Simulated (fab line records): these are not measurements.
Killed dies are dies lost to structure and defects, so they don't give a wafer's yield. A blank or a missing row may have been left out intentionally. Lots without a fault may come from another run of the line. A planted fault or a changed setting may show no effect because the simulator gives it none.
fab line records / flow n5Finfet
record: lots: 4 wafers: 12 lastDay: 18
route steps=1938 shown BEOL_M5@1133 PASSIVATION@1936
lots with no fault: from the same line, run without faults
startH: the number of hours between the record's first day and the start of the first shown wafer of the lot / waitH: hours since the lot's step before / " unchanged from the row above / L1.1+2: a row that stands for several wafers / - value missing, or start not given / * or withheld: withheld / < > ~ a bound
route shown NAME@n: a module of which the file shows steps, and the number in the route of the first / usual: mean/standard deviation taken from wafers without a fault / same: alike in all rows / chamber/n: place in a boat / sites: each site's reading / _std_site: the values' standard deviation / _edge_site: outer sites' mean less inner sites' / radiusMm: how far each site lies from the wafer's centre / mask NAME#n: copy n / behind: the most recent tool/chamber to have shaped the wafer / hold: reason for holding the lot/hours on hold/outcome of the hold / device: transistor that didn't switch, given as n, p or np / end of line: tests run on the same wafers once the route is complete / where a step has no rows: the recipe by itself / killed: not the wafer's yield, but the dies lost to structure and defects at the first sort / map: per-die view of a wafer (x killed, . not killed, _ where there is no die)
set.NAME: the run value of the setting; set.NAME@STEP: its run value at that earlier step / model.NAME: the simulator's own value behind a step, which no gauge read
lots at selected steps of the route; one table per step, one row per wafer
services: the hour from which a tool's chamber was out of use, counted from the record's first day as startH (under 0 if before that day), plus the number of hours and why
== steps ==
step: N5_BEOL_M5_STRIP_63
recipe: chemistry: N2/H2 tempC: 40 n2FlowSccm: 200 h2FlowSccm: 200 rfFrequencyHz: 6e+07
step: N5_BEOL_M5_STRIP_73
recipe: chemistry: N2/H2 tempC: 40 n2FlowSccm: 200 h2FlowSccm: 200 rfFrequencyHz: 6e+07
step: N5_BEOL_M5_STRIP_64
recipe: chemistry: CF4 resist: SiARC powerW: 300 biasPowerW: 75 pressureMtorr: 50 cf4FlowSccm: 150 rfFrequencyHz: 6e+07
step: N5_BEOL_M5_HM_OPEN_17
recipe: chemistry: Cl2/BCl3 targetDepthA: 200 overetchA: 60 target: TiN maskMaterial: SOC ionEnergyEv: 150 pressureMtorr: 10 icpW: 1000 biasW: 126 Cl2_flow_sccm: 53.25 bcl3FlowSccm: 21.75 Ar_flow_sccm: 25
step: N5_BEOL_M5_STRIP_19
recipe: chemistry: O2 powerW: 400 tempC: 40 pressureMtorr: 30 rfFrequencyHz: 6e+07 biasPowerW: 0 overashFraction: 0.2 o2FlowSccm: 225
step: N5_BEOL_M5_COAT_65
recipe: resist: SOC tempC: 250 timeS: 60 spinRpm: 1500 resistThkNm: 60
step: N5_BEOL_M5_COAT_66
recipe: resist: SiARC tempC: 220 timeS: 60 spinRpm: 1500 resistThkNm: 12
step: N5_BEOL_M5_COAT_74
recipe: resist: underlayer tempC: 205 timeS: 60 spinRpm: 1500 resistThkNm: 5
step: N5_BEOL_M5_COAT_22
recipe: resist: CAR-EUV spinRpm: 1500 resistThkNm: 30
step: N5_BEOL_M5_EBR_24
recipe: solvent: PGMEA ebrWidthMm: 1.5
step: N5_BEOL_M5_SOFTBAKE_23
recipe: tempC: 110 timeS: 60 resist: CAR-EUV
step: N5_BEOL_M5_EXPOSE_25
recipe: maskId: V4 na: 0.33 sourceShape: quasar sigmaInner: 0.2 sigmaOuter: 0.6 polarization: unpolarized defocusNm: 10 doseMj: 52.75
usual: exposureDoseMJCm2: 52.67/0.057
lot.wafer=L220.2 tool=euvScanner-02 chamber=0 startH=193.25 waitH=- mask=V4#0 exposureDoseMJCm2=52.70
lot.wafer=L220.4 tool=euvScanner-02 chamber=0 startH=193.25 waitH=- mask=V4#0 exposureDoseMJCm2=52.73
lot.wafer=L220.6 tool=euvScanner-02 chamber=0 startH=193.25 waitH=- mask=V4#0 exposureDoseMJCm2=52.79
lot.wafer=L224.2 tool=euvScanner-01 chamber=0 startH=221.49 waitH=- mask=V4#0 exposureDoseMJCm2=52.60
lot.wafer=L224.3 tool=euvScanner-01 chamber=0 startH=221.49 waitH=- mask=V4#0 exposureDoseMJCm2=52.69
lot.wafer=L224.5 tool=euvScanner-01 chamber=0 startH=221.49 waitH=- mask=V4#0 exposureDoseMJCm2=52.67
lot.wafer=L240.1 tool=euvScanner-02 chamber=0 startH=313.71 waitH=- mask=V4#0 exposureDoseMJCm2=55.83
lot.wafer=L240.3 tool=euvScanner-02 chamber=0 startH=313.71 waitH=- mask=V4#0 exposureDoseMJCm2=55.88
lot.wafer=L240.4 tool=euvScanner-02 chamber=0 startH=313.71 waitH=- mask=V4#0 exposureDoseMJCm2=55.90
lot.wafer=L242.1 tool=euvScanner-02 chamber=0 startH=323.22 waitH=- mask=V4#0 exposureDoseMJCm2=55.31
lot.wafer=L242.4 tool=euvScanner-02 chamber=0 startH=323.22 waitH=- mask=V4#0 exposureDoseMJCm2=55.32
lot.wafer=L242.6 tool=euvScanner-02 chamber=0 startH=323.22 waitH=- mask=V4#0 exposureDoseMJCm2=55.28
step: N5_BEOL_M5_PEB_26
recipe: pebTempC: 100 pebTimeS: 60 resist: CAR-EUV
step: N5_BEOL_M5_DEVELOP_27
recipe: developTimeS: 30 developer: TMAH resist: CAR-EUV rinseLiquid: surfactantRinse dry: airSpin devTempC: 23
step: N5_BEOL_M5_CD_MEAS_28
recipe: targetCdNm: 30.6 landingEnergyEv: 500 detector: seInlens targetCdYNm: 20 polarity: opening
usual: cdNm: 30.60/0.27
lot.wafer=L220.2 tool=cdSem-01 chamber=0 startH=193.38 waitH=- cdNm=30.33
lot.wafer=L220.4 tool=cdSem-01 chamber=0 startH=193.38 waitH=- cdNm=30.51
lot.wafer=L220.6 tool=cdSem-01 chamber=0 startH=193.38 waitH=- cdNm=30.49
lot.wafer=L224.2 tool=cdSem-02 chamber=0 startH=221.63 waitH=- cdNm=30.83
lot.wafer=L224.3 tool=cdSem-02 chamber=0 startH=221.63 waitH=- cdNm=31.01
lot.wafer=L224.5 tool=cdSem-02 chamber=0 startH=221.63 waitH=- cdNm=31.29
lot.wafer=L240.1 tool=cdSem-03 chamber=0 startH=313.85 waitH=- cdNm=31.55
lot.wafer=L240.3 tool=cdSem-03 chamber=0 startH=313.85 waitH=- cdNm=32.11
lot.wafer=L240.4 tool=cdSem-03 chamber=0 startH=313.85 waitH=- cdNm=32.14
lot.wafer=L242.1 tool=cdSem-01 chamber=0 startH=323.36 waitH=- cdNm=31.52
lot.wafer=L242.4 tool=cdSem-01 chamber=0 startH=323.36 waitH=- cdNm=31.68
lot.wafer=L242.6 tool=cdSem-01 chamber=0 startH=323.36 waitH=- cdNm=31.61
step: N5_BEOL_M5_DESCUM_33
recipe: chemistry: O2 timeS: 7 sourcePowerW: 50 biasPowerW: 20 pressureMtorr: 20 rfFrequencyHz: 2.712e+07 tempC: 40 resist: CAR-EUV o2FlowSccm: 225
step: N5_BEOL_M5_ETCH_75
recipe: chemistry: N2/H2 target: underlayer targetDepthA: 65 maskMaterial: CAR-EUV timeS: 5.2 ionEnergyEv: 200 pressureMtorr: 30 sourceW: 840 biasW: 150 n2FlowSccm: 200 h2FlowSccm: 200 ends: cleared
usual: drypumpMotorCurrentA: 5.7/0.45 etchRfOnTimeS: 5.25/0.18 n2FlowSccm: 200.0/0.62 oesProductAu: 0.68/0.073 rfVppV: 523.7/2.7 showerheadPlenumPTorr: 2.55/0.078 throttleValvePct: 17.97/0.28
lot.wafer=L220.2 tool=rieDiel-06 chamber=0 startH=193.53 waitH=0.0 drypumpMotorCurrentA=5.2 etchRfOnTimeS=5.49 n2FlowSccm=199.5 oesProductAu=0.69 rfHoursCounterH=74 rfVppV=524.3 showerheadPlenumPTorr=2.45 throttleValvePct=17.54 model.BEOL_M5.cdNm=28.6
lot.wafer=L220.4 tool=rieDiel-06 chamber=3 startH=193.53 waitH=0.0 drypumpMotorCurrentA=6.2 etchRfOnTimeS=5.10 n2FlowSccm=200.5 oesProductAu=0.75 rfHoursCounterH=37 rfVppV=523.5 showerheadPlenumPTorr=2.59 throttleValvePct=17.80 model.BEOL_M5.cdNm=28
lot.wafer=L220.6 tool=rieDiel-06 chamber=2 startH=193.53 waitH=0.0 drypumpMotorCurrentA=6.0 etchRfOnTimeS=5.23 n2FlowSccm=200.5 oesProductAu=0.59 rfHoursCounterH=- rfVppV=523.0 showerheadPlenumPTorr=2.50 throttleValvePct=17.91 model.BEOL_M5.cdNm=28.4
lot.wafer=L224.2 tool=rieDiel-06 chamber=2 startH=222.03 waitH=0.0 drypumpMotorCurrentA=6.1 etchRfOnTimeS=5.36 n2FlowSccm=199.7 oesProductAu=0.58 rfHoursCounterH=232 rfVppV=522.6 showerheadPlenumPTorr=2.50 throttleValvePct=17.94 model.BEOL_M5.cdNm=28.2
lot.wafer=L224.3 tool=rieDiel-06 chamber=3 startH=222.03 waitH=0.0 drypumpMotorCurrentA=6.2 etchRfOnTimeS=5.25 n2FlowSccm=200.8 oesProductAu=0.72 rfHoursCounterH=47 rfVppV=525.2 showerheadPlenumPTorr=2.59 throttleValvePct=17.83 model.BEOL_M5.cdNm=28.8
lot.wafer=L224.5 tool=rieDiel-06 chamber=3 startH=222.03 waitH=0.0 drypumpMotorCurrentA=6.2 etchRfOnTimeS=5.26 n2FlowSccm=200.7 oesProductAu=0.72 rfHoursCounterH=- rfVppV=523.7 showerheadPlenumPTorr=2.59 throttleValvePct=17.79 model.BEOL_M5.cdNm=28.6
lot.wafer=L240.1 tool=rieDiel-04 chamber=3 startH=314.00 waitH=0.0 drypumpMotorCurrentA=5.2 etchRfOnTimeS=5.33 n2FlowSccm=199.4 oesProductAu=0.68 rfHoursCounterH=83 rfVppV=522.0 showerheadPlenumPTorr=2.47 throttleValvePct=17.89 model.BEOL_M5.cdNm=29.8
lot.wafer=L240.3 tool=rieDiel-04 chamber=1 startH=314.00 waitH=0.0 drypumpMotorCurrentA=5.3 etchRfOnTimeS=5.27 n2FlowSccm=200.4 oesProductAu=0.58 rfHoursCounterH=247 rfVppV=525.1 showerheadPlenumPTorr=2.49 throttleValvePct=17.83 model.BEOL_M5.cdNm=29.2
lot.wafer=L240.4 tool=rieDiel-04 chamber=0 startH=314.00 waitH=0.0 drypumpMotorCurrentA=5.9 etchRfOnTimeS=5.18 n2FlowSccm=199.3 oesProductAu=0.59 rfHoursCounterH=230 rfVppV=522.5 showerheadPlenumPTorr=2.53 throttleValvePct=18.33 model.BEOL_M5.cdNm=29.4
lot.wafer=L242.1 tool=rieDiel-03 chamber=1 startH=323.87 waitH=0.0 drypumpMotorCurrentA=5.4 etchRfOnTimeS=5.47 n2FlowSccm=201.6 oesProductAu=0.68 rfHoursCounterH=64 rfVppV=527.2 showerheadPlenumPTorr=2.67 throttleValvePct=17.89 model.BEOL_M5.cdNm=29
lot.wafer=L242.4 tool=rieDiel-03 chamber=3 startH=323.87 waitH=0.0 drypumpMotorCurrentA=6.4 etchRfOnTimeS=5.12 n2FlowSccm=199.2 oesProductAu=0.70 rfHoursCounterH=- rfVppV=524.6 showerheadPlenumPTorr=2.60 throttleValvePct=18.46 model.BEOL_M5.cdNm=28.8
lot.wafer=L242.6 tool=rieDiel-03 chamber=1 startH=323.87 waitH=0.0 drypumpMotorCurrentA=5.4 etchRfOnTimeS=5.53 n2FlowSccm=200.2 oesProductAu=0.69 rfHoursCounterH=- rfVppV=525.0 showerheadPlenumPTorr=2.67 throttleValvePct=17.89 model.BEOL_M5.cdNm=28.8
step: N5_BEOL_M5_ETCH_67
recipe: chemistry: CF4 target: SiARC targetDepthA: 156 maskMaterial: CAR-EUV timeS: 26 ionEnergyEv: 80 pressureMtorr: 40 sourceW: 545 biasW: 36 Ar_flow_sccm: 100 cf4FlowSccm: 100 ends: cleared
step: N5_BEOL_M5_ETCH_68
recipe: chemistry: N2/H2 target: SOC targetDepthA: 800 overetchA: 160 maskMaterial: SiARC tempC: 40 timeS: 120 ionEnergyEv: 200 pressureMtorr: 30 sourceW: 840 biasW: 150 n2FlowSccm: 200 h2FlowSccm: 200
step: N5_BEOL_M5_STRIP_69
recipe: chemistry: N2/H2 tempC: 40 n2FlowSccm: 200 h2FlowSccm: 200 rfFrequencyHz: 6e+07
step: N5_BEOL_M5_STRIP_76
recipe: chemistry: N2/H2 tempC: 40 n2FlowSccm: 200 h2FlowSccm: 200 rfFrequencyHz: 6e+07
step: N5_BEOL_M5_VIA_ETCH_34
recipe: chemistry: C4F6/O2 target: SiCOH_lowk targetDepthA: 883 maskMaterial: SOC taperDeg: 4 timeS: 39.2 ionEnergyEv: 250 pressureMtorr: 30 sourceW: 345 biasW: 185 Ar_flow_sccm: 300 C4F6_flow_sccm: 10 O2_flow_sccm: 10
usual: drypumpMotorCurrentA: 5.7/0.45 oesProductAu: 0.79/0.086 rfVppV: 675/29 showerheadPlenumPTorr: 2.85/0.09 throttleValvePct: 20.96/0.19
lot.wafer=L220.2 tool=rieDiel-06 chamber=0 startH=193.68 waitH=0.0 drypumpMotorCurrentA=5.2 oesProductAu=0.81 rfHoursCounterH=74 rfVppV=662 showerheadPlenumPTorr=2.76 throttleValvePct=20.65 model.BEOL_M5.cdNm=28.6
lot.wafer=L220.4 tool=rieDiel-06 chamber=3 startH=193.68 waitH=0.0 drypumpMotorCurrentA=6.2 oesProductAu=0.88 rfHoursCounterH=37 rfVppV=679 showerheadPlenumPTorr=2.92 throttleValvePct=20.90 model.BEOL_M5.cdNm=27.8
lot.wafer=L220.6 tool=rieDiel-06 chamber=2 startH=193.68 waitH=0.0 drypumpMotorCurrentA=6.0 oesProductAu=0.68 rfHoursCounterH=- rfVppV=652 showerheadPlenumPTorr=2.79 throttleValvePct=20.91 model.BEOL_M5.cdNm=28
lot.wafer=L224.2 tool=rieDiel-06 chamber=2 startH=222.17 waitH=0.0 drypumpMotorCurrentA=6.1 oesProductAu=0.68 rfHoursCounterH=232 rfVppV=653 showerheadPlenumPTorr=2.79 throttleValvePct=20.92 model.BEOL_M5.cdNm=28.6
lot.wafer=L224.3 tool=rieDiel-06 chamber=3 startH=222.17 waitH=0.0 drypumpMotorCurrentA=6.2 oesProductAu=0.86 rfHoursCounterH=47 rfVppV=680 showerheadPlenumPTorr=2.92 throttleValvePct=20.91 model.BEOL_M5.cdNm=29
lot.wafer=L224.5 tool=rieDiel-06 chamber=3 startH=222.17 waitH=0.0 drypumpMotorCurrentA=6.2 oesProductAu=0.85 rfHoursCounterH=- rfVppV=677 showerheadPlenumPTorr=2.92 throttleValvePct=20.92 model.BEOL_M5.cdNm=28.8
lot.wafer=L240.1 tool=rieDiel-04 chamber=3 startH=314.15 waitH=0.0 drypumpMotorCurrentA=5.2 oesProductAu=0.81 rfHoursCounterH=83 rfVppV=646 showerheadPlenumPTorr=2.76 throttleValvePct=20.85 model.BEOL_M5.cdNm=30
lot.wafer=L240.3 tool=rieDiel-04 chamber=1 startH=314.15 waitH=0.0 drypumpMotorCurrentA=5.3 oesProductAu=0.67 rfHoursCounterH=247 rfVppV=644 showerheadPlenumPTorr=2.81 throttleValvePct=20.92 model.BEOL_M5.cdNm=29.6
lot.wafer=L240.4 tool=rieDiel-04 chamber=0 startH=314.15 waitH=0.0 drypumpMotorCurrentA=5.9 oesProductAu=0.69 rfHoursCounterH=230 rfVppV=640 showerheadPlenumPTorr=2.80 throttleValvePct=21.12 model.BEOL_M5.cdNm=29.8
lot.wafer=L242.1 tool=rieDiel-03 chamber=1 startH=324.09 waitH=0.0 drypumpMotorCurrentA=5.4 oesProductAu=0.82 rfHoursCounterH=64 rfVppV=720 showerheadPlenumPTorr=3.01 throttleValvePct=21.02 model.BEOL_M5.cdNm=28.4
lot.wafer=L242.4 tool=rieDiel-03 chamber=3 startH=324.09 waitH=0.0 drypumpMotorCurrentA=6.4 oesProductAu=0.83 rfHoursCounterH=- rfVppV=659 showerheadPlenumPTorr=2.90 throttleValvePct=21.31 model.BEOL_M5.cdNm=29.4
lot.wafer=L242.6 tool=rieDiel-03 chamber=1 startH=324.09 waitH=0.0 drypumpMotorCurrentA=5.4 oesProductAu=0.82 rfHoursCounterH=- rfVppV=719 showerheadPlenumPTorr=3.01 throttleValvePct=21.03 model.BEOL_M5.cdNm=28.2
step: N5_BEOL_M5_STRIP_85
recipe: chemistry: C4F6/O2 resist: SiARC rfFrequencyHz: 6e+07
step: N5_PASSIVATION_PROBE_49
usual: defectLimitedYield: 91.7/1.4 killed_at_M0_to_M3: 31/11 killed_at_M4_up: 13/4.6 killedAtContacts: 13/6.7 killedAtFrontEnd: 39/9.6 killedAtOther: 3.5/2.8 killedDies: 98/16 killedOpen: 64/11 killedShort: 33/8.5 sort_bin_5_function: 4.9/0.96 sort_bin_6_memory: 3.1/0.59 sort_bin_8_speed: 0.2/1.3 sortNPass: 1080/23 sortYieldPct: 91.5/1.9
same: grossDies: 1180 killedAtBackSide: 0 sort_bin_4_leakage[%]: 0
lot.wafer=L220.2 tool=prober-01 chamber=- startH=301.91 waitH=0.2 defectLimitedYield[%]=90.3 killed_at_M0_to_M3=31 killed_at_M4_up=17 killedAtContacts=9 killedAtFrontEnd=55 killedAtOther=3 killedDies=115 killedOpen=74 killedShort=37 sort_bin_5_function[%]=4.7 sort_bin_6_memory[%]=4.7 sort_bin_8_speed[%]=2.5 sortNPass=1035 sortYieldPct[%]=87.7
lot.wafer=L220.4 tool=prober-01 chamber=- startH=302.01 waitH=0.3 defectLimitedYield[%]=92.5 killed_at_M0_to_M3=14 killed_at_M4_up=11 killedAtContacts=1 killedAtFrontEnd=58 killedAtOther=5 killedDies=89 killedOpen=63 killedShort=26 sort_bin_5_function[%]=4.1 sort_bin_6_memory[%]=3.4 sort_bin_8_speed[%]=0 sortNPass=1091 sortYieldPct[%]=92.5
lot.wafer=L220.6 tool=prober-01 chamber=- startH=302.11 waitH=0.4 defectLimitedYield[%]=93.5 killed_at_M0_to_M3=18 killed_at_M4_up=13 killedAtContacts=13 killedAtFrontEnd=32 killedAtOther=1 killedDies=77 killedOpen=50 killedShort=27 sort_bin_5_function[%]=3.7 sort_bin_6_memory[%]=2.5 sort_bin_8_speed[%]=0 sortNPass=1103 sortYieldPct[%]=93.5
lot.wafer=L224.2 tool=prober-02 chamber=- startH=326.53 waitH=0.8 defectLimitedYield[%]=91.2 killed_at_M0_to_M3=22 killed_at_M4_up=18 killedAtContacts=10 killedAtFrontEnd=50 killedAtOther=4 killedDies=104 killedOpen=67 killedShort=37 sort_bin_5_function[%]=4.6 sort_bin_6_memory[%]=3.7 sort_bin_8_speed[%]=0 sortNPass=1076 sortYieldPct[%]=91.2
lot.wafer=L224.3 tool=prober-02 chamber=- startH=326.58 waitH=0.9 defectLimitedYield[%]=92.5 killed_at_M0_to_M3=29 killed_at_M4_up=11 killedAtContacts=2 killedAtFrontEnd=46 killedAtOther=0 killedDies=88 killedOpen=53 killedShort=34 sort_bin_5_function[%]=4.2 sort_bin_6_memory[%]=2.9 sort_bin_8_speed[%]=0 sortNPass=1092 sortYieldPct[%]=92.5
lot.wafer=L224.5 tool=prober-02 chamber=- startH=326.68 waitH=1.0 defectLimitedYield[%]=93.8 killed_at_M0_to_M3=16 killed_at_M4_up=23 killedAtContacts=8 killedAtFrontEnd=26 killedAtOther=0 killedDies=73 killedOpen=52 killedShort=20 sort_bin_5_function[%]=3.2 sort_bin_6_memory[%]=2.5 sort_bin_8_speed[%]=0 sortNPass=1107 sortYieldPct[%]=93.8
lot.wafer=L240.1 tool=prober-01 chamber=- startH=414.07 waitH=0.0 defectLimitedYield[%]=90.6 killed_at_M0_to_M3=45 killed_at_M4_up=7 killedAtContacts=11 killedAtFrontEnd=44 killedAtOther=4 killedDies=111 killedOpen=66 killedShort=44 sort_bin_5_function[%]=5.4 sort_bin_6_memory[%]=3.7 sort_bin_8_speed[%]=0 sortNPass=1069 sortYieldPct[%]=90.6
lot.wafer=L240.3 tool=prober-01 chamber=- startH=414.17 waitH=0.1 defectLimitedYield[%]=89.4 killed_at_M0_to_M3=54 killed_at_M4_up=18 killedAtContacts=18 killedAtFrontEnd=32 killedAtOther=3 killedDies=125 killedOpen=80 killedShort=44 sort_bin_5_function[%]=6.3 sort_bin_6_memory[%]=3.9 sort_bin_8_speed[%]=0 sortNPass=1055 sortYieldPct[%]=89.4
lot.wafer=L240.4 tool=prober-01 chamber=- startH=414.22 waitH=0.2 defectLimitedYield[%]=90.3 killed_at_M0_to_M3=48 killed_at_M4_up=5 killedAtContacts=7 killedAtFrontEnd=54 killedAtOther=0 killedDies=114 killedOpen=71 killedShort=42 sort_bin_5_function[%]=5.1 sort_bin_6_memory[%]=4.2 sort_bin_8_speed[%]=0 sortNPass=1066 sortYieldPct[%]=90.3
lot.wafer=L242.1 tool=prober-01 chamber=- startH=422.88 waitH=0.0 defectLimitedYield[%]=89.5 killed_at_M0_to_M3=20 killed_at_M4_up=9 killedAtContacts=23 killedAtFrontEnd=64 killedAtOther=8 killedDies=124 killedOpen=74 killedShort=36 sort_bin_5_function[%]=5.7 sort_bin_6_memory[%]=3.5 sort_bin_8_speed[%]=0 sortNPass=1056 sortYieldPct[%]=89.5
lot.wafer=L242.4 tool=prober-01 chamber=- startH=423.03 waitH=0.2 defectLimitedYield[%]=92.0 killed_at_M0_to_M3=25 killed_at_M4_up=12 killedAtContacts=16 killedAtFrontEnd=39 killedAtOther=2 killedDies=94 killedOpen=62 killedShort=32 sort_bin_5_function[%]=5.1 sort_bin_6_memory[%]=2.4 sort_bin_8_speed[%]=0 sortNPass=1086 sortYieldPct[%]=92.0
lot.wafer=L242.6 tool=prober-01 chamber=- startH=423.13 waitH=0.3 defectLimitedYield[%]=90.2 killed_at_M0_to_M3=16 killed_at_M4_up=17 killedAtContacts=15 killedAtFrontEnd=63 killedAtOther=5 killedDies=116 killedOpen=73 killedShort=34 sort_bin_5_function[%]=5.3 sort_bin_6_memory[%]=3.3 sort_bin_8_speed[%]=0 sortNPass=1064 sortYieldPct[%]=90.2
killed by level:class
L220.2 STI_FIN_REVEAL:geometricParticle:open=21 BEOL_M0_SAQP:geometricParticle:short=8 BEOL_M1:geometricParticle:open=8 MOL_CONTACT_COAG:geometricParticle:open=7 BEOL_M3:geometricParticle:open=7 BEOL_M4:geometricParticle:open=7 FIN_SAQP:geometricParticle:open=6 FIN_SAQP:geometricParticle:short=6
L220.4 STI_FIN_REVEAL:geometricParticle:open=28 FIN_SAQP:geometricParticle:open=10 STI_FIN_REVEAL:geometricParticle:short=8 BEOL_M1:geometricParticle:open=6 BEOL_M4:geometricParticle:open=5 DUMMY_GATE:geometricParticle:open=4 GATE_CUT:geometricParticle:short=4 BEOL_M1:geometricParticle:short=2
L220.6 MOL_CONTACT_COAG:geometricParticle:open=12 STI_FIN_REVEAL:geometricParticle:open=9 STI_FIN_REVEAL:geometricParticle:short=8 FIN_SAQP:geometricParticle:short=4 ILD0:geometricParticle:open=4 BEOL_M1:geometricParticle:open=4 BEOL_M3:geometricParticle:open=4 BEOL_M4:geometricParticle:open=4
L224.2 STI_FIN_REVEAL:geometricParticle:open=18 MOL_CONTACT_COAG:geometricParticle:open=7 FIN_SAQP:geometricParticle:short=6 BEOL_M1:geometricParticle:open=6 FIN_SAQP:geometricParticle:open=4 BEOL_M0_SAQP:geometricParticle:open=4 BEOL_M4:geometricParticle:open=4 STARTING-WAFER:geometricParticle:short=4
L224.3 STI_FIN_REVEAL:geometricParticle:open=19 BEOL_M0_SAQP:geometricParticle:open=6 BEOL_M0:geometricParticle:short=5 STARTING-WAFER:geometricParticle:open=5 FIN_SAQP:geometricParticle:open=4 STI_FIN_REVEAL:geometricParticle:short=4 BEOL_M0_SAQP:geometricParticle:short=4 FIN_SAQP:geometricParticle:short=3
L224.5 BEOL_M4:geometricParticle:open=12 STI_FIN_REVEAL:geometricParticle:open=6 MOL_CONTACT_COAG:geometricParticle:open=6 BEOL_M5:geometricParticle:open=5 FIN_SAQP:geometricParticle:short=4 BEOL_M0:geometricParticle:open=4 STARTING-WAFER:geometricParticle:open=4 ILD0:geometricParticle:short=3
L240.1 BEOL_M3:geometricParticle:open=16 FIN_SAQP:geometricParticle:short=15 FIN_SAQP:geometricParticle:open=10 BEOL_M0_SAQP:geometricParticle:short=10 BEOL_M0_SAQP:geometricParticle:open=8 MOL_CONTACT_COAG:geometricParticle:short=6 MOL_CONTACT_COAG:geometricParticle:open=5 STI_FIN_REVEAL:geometricParticle:open=4
L240.3 BEOL_M1:geometricParticle:open=22 MOL_CONTACT_COAG:geometricParticle:open=16 BEOL_M0_SAQP:geometricParticle:short=16 FIN_SAQP:geometricParticle:open=8 FIN_SAQP:geometricParticle:short=8 STI_FIN_REVEAL:geometricParticle:open=4 BEOL_M0_SAQP:geometricParticle:open=4 BEOL_M1:geometricParticle:short=4
L240.4 FIN_SAQP:geometricParticle:open=16 BEOL_M0_SAQP:geometricParticle:short=15 BEOL_M0_SAQP:geometricParticle:open=14 STI_FIN_REVEAL:geometricParticle:open=9 BEOL_M1:geometricParticle:open=8 FIN_SAQP:geometricParticle:short=7 BEOL_M3:geometricParticle:open=5 DUMMY_GATE:geometricParticle:open=4
L242.1 MOL_CONTACT_COAG:geometricParticle:open=17 HKMG_FIN:areaEtch=14 STI_FIN_REVEAL:geometricParticle:open=12 FIN_SAQP:geometricParticle:short=11 FIN_SAQP:geometricParticle:open=8 BEOL_M0_SAQP:geometricParticle:open=7 MOL_CONTACT_COAG:geometricParticle:short=6 DUMMY_GATE:geometricParticle:open=5
L242.4 STI_FIN_REVEAL:geometricParticle:open=15 MOL_CONTACT_COAG:geometricParticle:open=10 FIN_SAQP:geometricParticle:open=6 MOL_CONTACT_COAG:geometricParticle:short=6 BEOL_M3:geometricParticle:open=6 BEOL_M0_SAQP:geometricParticle:open=5 FIN_SAQP:geometricParticle:short=4 STI_FIN_REVEAL:geometricParticle:short=4
L242.6 STI_FIN_REVEAL:geometricParticle:open=14 FIN_SAQP:geometricParticle:short=12 MOL_CONTACT_COAG:geometricParticle:open=10 BEOL_M5:geometricParticle:open=10 FIN_SAQP:geometricParticle:open=9 HKMG_FIN:areaEtch=9 MOL_CONTACT_COAG:geometricParticle:short=5 ILD0:geometricParticle:open=4
== services ==
tool=rieDiel-04 chamber=- startH=188.17 hours=14.6 kind=pm
tool=euvScanner-02 chamber=- startH=202.03 hours=1.0 kind=pm
tool=euvScanner-01 chamber=- startH=204.68 hours=1.0 kind=pm
tool=rieDiel-03 chamber=- startH=239.00 hours=15.6 kind=pm
tool=euvScanner-01 chamber=- startH=239.59 hours=0.8 kind=repair
tool=rieDiel-04 chamber=2 startH=254.55 hours=- kind=clean
tool=rieDiel-04 chamber=2 startH=254.55 hours=- kind=consumableReplace:focusRing
tool=euvScanner-02 chamber=- startH=256.22 hours=0.2 kind=repair
tool=euvScanner-02 chamber=- startH=258.18 hours=1.0 kind=pm
tool=euvScanner-02 chamber=- startH=259.63 hours=5.8 kind=pm
tool=euvScanner-01 chamber=- startH=265.41 hours=1.0 kind=pm
tool=rieDiel-06 chamber=0 startH=267.66 hours=4.5 kind=repair
tool=rieDiel-06 chamber=2 startH=272.21 hours=- kind=clean
tool=rieDiel-06 chamber=2 startH=272.21 hours=- kind=consumableReplace:focusRing
tool=rieDiel-06 chamber=2 startH=272.21 hours=23.9 kind=scheduledDown
tool=rieDiel-06 chamber=2 startH=272.21 hours=23.9 kind=ventCycle
tool=euvScanner-02 chamber=- startH=273.18 hours=12.0 kind=pm
tool=rieDiel-04 chamber=3 startH=278.44 hours=4.5 kind=repair
tool=euvScanner-01 chamber=- startH=285.18 hours=4.6 kind=pm
tool=rieDiel-03 chamber=2 startH=296.51 hours=115.9 kind=repair
tool=rieDiel-04 chamber=3 startH=296.85 hours=3.5 kind=repair
tool=euvScanner-02 chamber=- startH=314.33 hours=1.0 kind=pm
tool=euvScanner-01 chamber=- startH=316.93 hours=1.0 kind=pm
tool=euvScanner-02 chamber=- startH=317.06 hours=0.2 kind=repair
== key ==
firstSign: step: N5_BEOL_M5_EXPOSE_25 reading: exposureDoseMJCm2 direction: up sigmas: 51 usual: 52.67 struck: 55.59
effect: step: N5_BEOL_M5_CD_MEAS_28 reading: cdNm direction: up sigmas: 4.4 usual: 30.60 struck: 31.77 through: controlLoop
modelEffect: step: N5_BEOL_M5_ETCH_75 value: BEOL_M5.cdNm without: 28 struck: 29.17
modelEffect: step: N5_BEOL_M5_VIA_ETCH_34 value: BEOL_M5.cdNm without: 27.97 struck: 29.23
metAt N5_BEOL_M5_EXPOSE_25
struckWafers L240.1,L240.3,L240.4,L242.1,L242.4,L242.6
loopTrim: step: N5_BEOL_M5_EXPOSE_25 setting: dose lots: L242
baselineLoss: step: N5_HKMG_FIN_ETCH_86 wafers: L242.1
onsetBetween 193.25 313.71
fault: kind: processParameterDrift tool: euvScanner-02 chamber: - onsetH: 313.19 steps: N5_BEOL_M5_EXPOSE_25 channel: doseMj offset: 3.2374 shape: step actsIn: theseRecipesOnly stated: 52.75
loopTrim: a control loop set the setting to another value than it would have without faults
baselineLoss: these wafers lose ten dies or more at that step, a loss of the line's own and not of a fault; the sort's usual values leave them out
